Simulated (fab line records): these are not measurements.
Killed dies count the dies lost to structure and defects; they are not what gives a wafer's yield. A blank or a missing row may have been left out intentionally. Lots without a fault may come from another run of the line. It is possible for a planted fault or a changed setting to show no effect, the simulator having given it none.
Chamber matching :: flow nandHarc :: 4 sister chambers for NHARC_P_M0_ETCH_34 on rieDiel-02
The step etches the open film in N2/H2, target depth 40 nm, overetch 12 nm, time 43.94 s. 8 wafers are shown with their chamber, then 8 later ones without.

WAFERS PAIRED WITH THEIR CHAMBERS
wafer: L742.6
chamber: 2
drypumpMotorCurrentA (A): 6.1
rfVppV (V): 432.0

wafer: L745.1
chamber: 1
drypumpMotorCurrentA (A): 6.1
rfVppV (V): 428.0

wafer: L745.5
chamber: 0
drypumpMotorCurrentA (A): 5.5
rfVppV (V): 427.5

wafer: L745.6
chamber: 3
drypumpMotorCurrentA (A): 5.5
rfVppV (V): 428.5

wafer: L748.2
chamber: 3
drypumpMotorCurrentA (A): 5.5
rfVppV (V): 429.1

wafer: L748.3
chamber: 0
drypumpMotorCurrentA (A): 5.5
rfVppV (V): 426.6

wafer: L748.4
chamber: 2
drypumpMotorCurrentA (A): 6.1
rfVppV (V): 429.8

wafer: L749.1
chamber: 1
drypumpMotorCurrentA (A): 6.0
rfVppV (V): 427.4

WAFERS WITHOUT THEIR CHAMBER
wafer: L749.5
drypumpMotorCurrentA (A): 5.5
rfVppV (V): 427.6

wafer: L749.6
drypumpMotorCurrentA (A): 5.5
rfVppV (V): 429.2

wafer: L751.2
drypumpMotorCurrentA (A): 6.1
rfVppV (V): 432.6

wafer: L751.3
drypumpMotorCurrentA (A): 5.5
rfVppV (V): 429.1

wafer: L751.5
drypumpMotorCurrentA (A): 6.1
rfVppV (V): 428.9

wafer: L756.1
drypumpMotorCurrentA (A): 6.1
rfVppV (V): 432.0

wafer: L756.5
drypumpMotorCurrentA (A): 5.5
rfVppV (V): 429.2

wafer: L756.6
drypumpMotorCurrentA (A): 6.1
rfVppV (V): 432.4

EACH ONE'S CHAMBER
wafer: L749.5
from the rows above: can't be placed: 0 or 3
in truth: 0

wafer: L749.6
from the rows above: can't be placed: 3 or 0
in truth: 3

wafer: L751.2
from the rows above: 2
in truth: 2

wafer: L751.3
from the rows above: can't be placed: 3 or 0
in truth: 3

wafer: L751.5
from the rows above: can't be placed: 1 or 2
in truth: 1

wafer: L756.1
from the rows above: 2
in truth: 2

wafer: L756.5
from the rows above: can't be placed: 3 or 0
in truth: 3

wafer: L756.6
from the rows above: 2
in truth: 2
Placed correctly: 3 of 8. Unplaceable from these rows: 5, with the true chamber sitting among the candidates in 5. Placed wrongly: 0.
How it was worked out, from the rows above alone: a wafer's distance from a chamber is the root of the sum, over the readings, of the square of ((its reading less the chamber's mean) divided by the reading's scatter). The wafer belongs to the nearest chamber; if the next one is less than 2 further off, it can't be placed. Each chamber's mean is taken over the wafers shown for it. The scatter is the square root of a quotient: the sum, over the shown wafers, of each reading's squared deviation from its chamber's mean, divided by wafers minus chambers.
